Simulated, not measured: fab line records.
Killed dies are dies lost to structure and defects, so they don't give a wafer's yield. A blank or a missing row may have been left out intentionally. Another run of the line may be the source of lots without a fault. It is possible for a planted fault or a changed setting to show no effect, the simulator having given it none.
Which tool is to blame? || flow nand harc || 13 lots with 39 wafers sampled at 6 steps, on a route of 1159 steps

## WHAT THE GAUGES READ, wafer by wafer
NHARC_A_SOURCE_PLATE_THK_MEAS_06: measures by ellipsometry. Usual: thk nm at 199.8 nm, with a standard deviation of 2.2.
{"lot": "L327", "measured": "day 7 21:23", "on": "film metro-02", "thk nm (nm)": "201.3 203.0 203.7", "flag": ""}
{"lot": "L328", "measured": "day 7 21:23", "on": "film metro-01", "thk nm (nm)": "202.3 200.8 201.6", "flag": ""}
{"lot": "L329", "measured": "day 8 04:43", "on": "film metro-02", "thk nm (nm)": "198.2 196.7 196.9", "flag": ""}
{"lot": "L330", "measured": "day 8 04:43", "on": "film metro-01", "thk nm (nm)": "198.1 197.6 200.3", "flag": ""}
{"lot": "L331", "measured": "day 8 16:23", "on": "film metro-02", "thk nm (nm)": "201.6 204.6 202.5", "flag": ""}
{"lot": "L335", "measured": "day 9 12:54", "on": "film metro-02", "thk nm (nm)": "198.7 200.7 198.4", "flag": ""}
{"lot": "L334", "measured": "day 9 12:54", "on": "film metro-01", "thk nm (nm)": "200.1 196.5 199.2", "flag": ""}
{"lot": "L337", "measured": "day 9 22:56", "on": "film metro-02", "thk nm (nm)": "202.7 202.6 204.7", "flag": ""}
{"lot": "L339", "measured": "day 10 19:47", "on": "film metro-01", "thk nm (nm)": "198.8 201.3 201.1", "flag": ""}
{"lot": "L340", "measured": "day 11 12:29", "on": "film metro-02", "thk nm (nm)": "198.4 197.6 199.0", "flag": ""}
{"lot": "L342", "measured": "day 11 12:31", "on": "film metro-01", "thk nm (nm)": "198.8 199.4 200.4", "flag": ""}
{"lot": "L345", "measured": "day 12 07:01", "on": "film metro-02", "thk nm (nm)": "202.1 202.7 204.3", "flag": ""}
{"lot": "L350", "measured": "day 13 11:24", "on": "film metro-02", "thk nm (nm)": "197.5 198.7 198.4", "flag": ""}

NHARC_A_ONON_D1_THK_MEAS_05: measures by ellipsometry. Usual: thk nm at 999 nm, with a standard deviation of 9.8.
{"lot": "L327", "measured": "day 7 22:35", "on": "film metro-01", "thk nm (nm)": "1004 1003 1003", "flag": ""}
{"lot": "L328", "measured": "day 7 22:38", "on": "film metro-02", "thk nm (nm)": "1005 1007 1006", "flag": ""}
{"lot": "L329", "measured": "day 8 05:55", "on": "film metro-01", "thk nm (nm)": "1012 1015 1015", "flag": ""}
{"lot": "L330", "measured": "day 8 05:57", "on": "film metro-02", "thk nm (nm)": "983 983 984", "flag": ""}
{"lot": "L331", "measured": "day 8 17:38", "on": "film metro-02", "thk nm (nm)": "987 991 990", "flag": ""}
{"lot": "L335", "measured": "day 9 14:06", "on": "film metro-02", "thk nm (nm)": "1005 1005 1006", "flag": ""}
{"lot": "L334", "measured": "day 9 14:07", "on": "film metro-01", "thk nm (nm)": "1006 1004 1002", "flag": ""}
{"lot": "L337", "measured": "day 10 00:10", "on": "film metro-01", "thk nm (nm)": "994 994 992", "flag": ""}
{"lot": "L339", "measured": "day 10 20:59", "on": "film metro-02", "thk nm (nm)": "993 994 991", "flag": ""}
{"lot": "L340", "measured": "day 11 13:41", "on": "film metro-02", "thk nm (nm)": "994 997 995", "flag": ""}
{"lot": "L342", "measured": "day 11 13:51", "on": "film metro-02", "thk nm (nm)": "1014 1015 1013", "flag": ""}
{"lot": "L345", "measured": "day 12 08:14", "on": "film metro-01", "thk nm (nm)": "1010 1011 1008", "flag": ""}
{"lot": "L350", "measured": "day 13 12:37", "on": "film metro-02", "thk nm (nm)": "1012 1012 1010", "flag": ""}

NHARC_A_ONON_D1_THK_MEAS_11: measures by ellipsometry. Usual: thk nm at 1001 nm, with a standard deviation of 10.
{"lot": "L327", "measured": "day 7 23:43", "on": "film metro-02", "thk nm (nm)": "1011 1010 1010", "flag": ""}
{"lot": "L328", "measured": "day 7 23:46", "on": "film metro-01", "thk nm (nm)": "1008 1007 1009", "flag": ""}
{"lot": "L329", "measured": "day 8 07:04", "on": "film metro-02", "thk nm (nm)": "1003 1003 1003", "flag": ""}
{"lot": "L330", "measured": "day 8 07:05", "on": "film metro-01", "thk nm (nm)": "999 998 998", "flag": ""}
{"lot": "L331", "measured": "day 8 18:46", "on": "film metro-02", "thk nm (nm)": "1011 1011 1010", "flag": ""}
{"lot": "L335", "measured": "day 9 15:14", "on": "film metro-02", "thk nm (nm)": "1008 1009 1006", "flag": ""}
{"lot": "L334", "measured": "day 9 15:16", "on": "film metro-02", "thk nm (nm)": "992 990 991", "flag": ""}
{"lot": "L337", "measured": "day 10 01:18", "on": "film metro-02", "thk nm (nm)": "999 997 997", "flag": ""}
{"lot": "L339", "measured": "day 10 22:07", "on": "film metro-02", "thk nm (nm)": "999 1001 998", "flag": ""}
{"lot": "L340", "measured": "day 11 14:50", "on": "film metro-02", "thk nm (nm)": "1009 1008 1009", "flag": ""}
{"lot": "L342", "measured": "day 11 14:59", "on": "film metro-01", "thk nm (nm)": "1536 1535 1535", "flag": "OFF"}
{"lot": "L345", "measured": "day 12 09:22", "on": "film metro-01", "thk nm (nm)": "1545 1548 1546", "flag": "OFF"}
{"lot": "L350", "measured": "day 13 13:53", "on": "film metro-01", "thk nm (nm)": "1000 999 999", "flag": ""}

NHARC_END_SORT_01. Usual: killed at array 26, standard deviation 8.6; killed at other 0.7, standard deviation 0.97; killed at periphery 3.2, standard deviation 2.2; killed dies 30, standard deviation 8.9; killed open 3.1, standard deviation 1.8; killed short 2.2, standard deviation 1.8.
{"lot": "L342", "measured": "day 23 12:30", "on": "prober-01", "killed at array": "673 674 670", "killed at other": "0 0 1", "killed at periphery": "4 3 6", "killed dies": "677 677 677", "killed open": "7 3 5", "killed short": "0 1 1", "flag": "OFF"}
{"lot": "L345", "measured": "day 24 12:37", "on": "prober-02", "killed at array": "676 672 673", "killed at other": "0 1 1", "killed at periphery": "1 4 3", "killed dies": "677 677 677", "killed open": "3 2 2", "killed short": "1 2 4", "flag": "OFF"}

## WHAT TOOL EACH LOT RAN ON (gives the tool, then ch and the chambers of the sampled wafers, and finally the start)
{"lot": "L327", "NHARC_P_BONDPAD_CMP_19": "cmp-03 ch 2,3, day 6 21:14", "NHARC_A_ONON_D1_DEP_09": "pecvd onon-04 ch 0, day 7 23:13"}
{"lot": "L328", "NHARC_P_BONDPAD_CMP_19": "cmp-01 ch 0,2,3, day 6 22:43", "NHARC_A_ONON_D1_DEP_09": "pecvd onon-02 ch 0, day 7 23:15"}
{"lot": "L329", "NHARC_P_BONDPAD_CMP_19": "cmp-02 ch 0,1,2, day 7 01:31", "NHARC_A_ONON_D1_DEP_09": "pecvd onon-02 ch 0, day 8 06:33"}
{"lot": "L330", "NHARC_P_BONDPAD_CMP_19": "cmp-03 ch 0,3, day 7 02:37", "NHARC_A_ONON_D1_DEP_09": "pecvd onon-01 ch 0, day 8 06:38"}
{"lot": "L331", "NHARC_P_BONDPAD_CMP_19": "cmp-03 ch 0,1, day 7 11:03", "NHARC_A_ONON_D1_DEP_09": "pecvd onon-04 ch 0, day 8 18:15"}
{"lot": "L335", "NHARC_P_BONDPAD_CMP_19": "cmp-02 ch 0,1,2, day 8 08:46", "NHARC_A_ONON_D1_DEP_09": "pecvd onon-04 ch 0, day 9 14:44"}
{"lot": "L334", "NHARC_P_BONDPAD_CMP_19": "cmp-01 ch 0,1,3, day 8 09:24", "NHARC_A_ONON_D1_DEP_09": "pecvd onon-02 ch 0, day 9 14:48"}
{"lot": "L337", "NHARC_P_BONDPAD_CMP_19": "cmp-01 ch 0,1,3, day 9 00:17", "NHARC_A_ONON_D1_DEP_09": "pecvd onon-02 ch 0, day 10 00:47"}
{"lot": "L339", "NHARC_P_BONDPAD_CMP_19": "cmp-01 ch 0,1,2, day 9 21:12", "NHARC_A_ONON_D1_DEP_09": "pecvd onon-02 ch 0, day 10 21:37"}
{"lot": "L340", "NHARC_P_BONDPAD_CMP_19": "cmp-01 ch 0,2,3, day 10 12:35", "NHARC_A_ONON_D1_DEP_09": "pecvd onon-04 ch 0, day 11 14:19"}
{"lot": "L342", "NHARC_P_BONDPAD_CMP_19": "cmp-01 ch 0,2, day 10 13:18", "NHARC_A_ONON_D1_DEP_09": "pecvd onon-02 ch 0, day 11 14:29"}
{"lot": "L345", "NHARC_P_BONDPAD_CMP_19": "cmp-03 ch 0,1,2, day 11 03:39", "NHARC_A_ONON_D1_DEP_09": "pecvd onon-02 ch 0, day 12 08:55"}
{"lot": "L350", "NHARC_P_BONDPAD_CMP_19": "cmp-02 ch 0,1,3, day 12 11:24", "NHARC_A_ONON_D1_DEP_09": "pecvd onon-01 ch 0, day 13 13:23"}
- NHARC_P_BONDPAD_CMP_19: polishes, t overpolish 30 s, cu recess touch 16 s, target thk 160.81 nm.
- NHARC_A_ONON_D1_DEP_09: target thk 1000 nm.

## WHAT THE TOOLS THEMSELVES READ (means of the sampled wafers that have a number; where no wafer has one, the mark that the record gives instead)
NHARC_P_BONDPAD_CMP_19. Usual: motor current A 11.9 A, standard deviation 1.3; overpolish run s 29.999 s, standard deviation 0.0086.
{"lot": "L327", "tool": "cmp-03", "motor current A (A)": 11.5, "overpolish run s (s)": 30.006, "flag": ""}
{"lot": "L328", "tool": "cmp-01", "motor current A (A)": 12.3, "overpolish run s (s)": 29.996, "flag": ""}
{"lot": "L329", "tool": "cmp-02", "motor current A (A)": 11.5, "overpolish run s (s)": 29.997, "flag": ""}
{"lot": "L330", "tool": "cmp-03", "motor current A (A)": 11.3, "overpolish run s (s)": 29.997, "flag": ""}
{"lot": "L331", "tool": "cmp-03", "motor current A (A)": 10.9, "overpolish run s (s)": 29.993, "flag": ""}
{"lot": "L335", "tool": "cmp-02", "motor current A (A)": 11.8, "overpolish run s (s)": 29.998, "flag": ""}
{"lot": "L334", "tool": "cmp-01", "motor current A (A)": 13.0, "overpolish run s (s)": 30.004, "flag": ""}
{"lot": "L337", "tool": "cmp-01", "motor current A (A)": 13.2, "overpolish run s (s)": 29.992, "flag": ""}
{"lot": "L339", "tool": "cmp-01", "motor current A (A)": 13.5, "overpolish run s (s)": 29.997, "flag": ""}
{"lot": "L340", "tool": "cmp-01", "motor current A (A)": 12.0, "overpolish run s (s)": 30.002, "flag": ""}
{"lot": "L342", "tool": "cmp-01", "motor current A (A)": 12.3, "overpolish run s (s)": 29.998, "flag": ""}
{"lot": "L345", "tool": "cmp-03", "motor current A (A)": 11.1, "overpolish run s (s)": 30.000, "flag": ""}
{"lot": "L350", "tool": "cmp-02", "motor current A (A)": 12.7, "overpolish run s (s)": 29.994, "flag": ""}

NHARC_A_ONON_D1_DEP_09. Usual: n2 flow sccm 2750 sccm, standard deviation 8.9; nh3 flow sccm 500.0 sccm, standard deviation 1.4.
{"lot": "L327", "tool": "pecvd onon-04", "n2 flow sccm (sccm)": 2744, "nh3 flow sccm (sccm)": 498.9, "flag": ""}
{"lot": "L328", "tool": "pecvd onon-02", "n2 flow sccm (sccm)": 2753, "nh3 flow sccm (sccm)": 499.8, "flag": ""}
{"lot": "L329", "tool": "pecvd onon-02", "n2 flow sccm (sccm)": 2761, "nh3 flow sccm (sccm)": 500.5, "flag": ""}
{"lot": "L330", "tool": "pecvd onon-01", "n2 flow sccm (sccm)": 2754, "nh3 flow sccm (sccm)": 499.4, "flag": ""}
{"lot": "L331", "tool": "pecvd onon-04", "n2 flow sccm (sccm)": 2748, "nh3 flow sccm (sccm)": 500.0, "flag": ""}
{"lot": "L335", "tool": "pecvd onon-04", "n2 flow sccm (sccm)": 2745, "nh3 flow sccm (sccm)": 502.9, "flag": ""}
{"lot": "L334", "tool": "pecvd onon-02", "n2 flow sccm (sccm)": 2754, "nh3 flow sccm (sccm)": 499.2, "flag": ""}
{"lot": "L337", "tool": "pecvd onon-02", "n2 flow sccm (sccm)": 2754, "nh3 flow sccm (sccm)": 500.7, "flag": ""}
{"lot": "L339", "tool": "pecvd onon-02", "n2 flow sccm (sccm)": 2758, "nh3 flow sccm (sccm)": 499.7, "flag": ""}
{"lot": "L340", "tool": "pecvd onon-04", "n2 flow sccm (sccm)": 2760, "nh3 flow sccm (sccm)": 500.7, "flag": ""}
{"lot": "L342", "tool": "pecvd onon-02", "n2 flow sccm (sccm)": 2756, "nh3 flow sccm (sccm)": 501.1, "flag": ""}
{"lot": "L345", "tool": "pecvd onon-02", "n2 flow sccm (sccm)": 2755, "nh3 flow sccm (sccm)": 499.0, "flag": ""}
{"lot": "L350", "tool": "pecvd onon-01", "n2 flow sccm (sccm)": 2752, "nh3 flow sccm (sccm)": 501.2, "flag": ""}

## THE ANSWER, worked out from the rows above alone
Rule: a lot is off if the mean of its wafers that have a number lies more than 3 standard deviations from the usual mean. A lot without any number at a reading at which 4 lots or more have one is off too. The other lots that the step has rows for count as sound. Order of review: gauges by route order, followed by the tools' own readings, for which a lot's mean as printed above is used. The first step at which some lot is off is used, and at that step the reading that is off furthest; a lot without a number counts as furthest.
Off: L342, L345 (NHARC_A_ONON_D1_THK_MEAS_11, thk nm).
A tool fits if, at a process step before that reading, it ran every lot that is off, and no sound lot after the first of them. The gauges at NHARC_A_ONON_D1_THK_MEAS_11 aren't tried: what is off there is off at NHARC_END_SORT_01 too, on other tools, and a gauge's error can't cause that. One candidate fits, namely pecvd onon-02 at NHARC_A_ONON_D1_DEP_09. Its last sound lot is L339 (day 10 21:37), its first lot that is off L342 (day 11 14:29): a fault that began between those two fits.

## WHAT THE SIMULATOR HAD INSERTED
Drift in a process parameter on pecvd onon-02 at NHARC_A_ONON_D1_DEP_09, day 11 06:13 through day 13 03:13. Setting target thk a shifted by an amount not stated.
Lots struck among those shown: L342, L345. The rule above found the same.
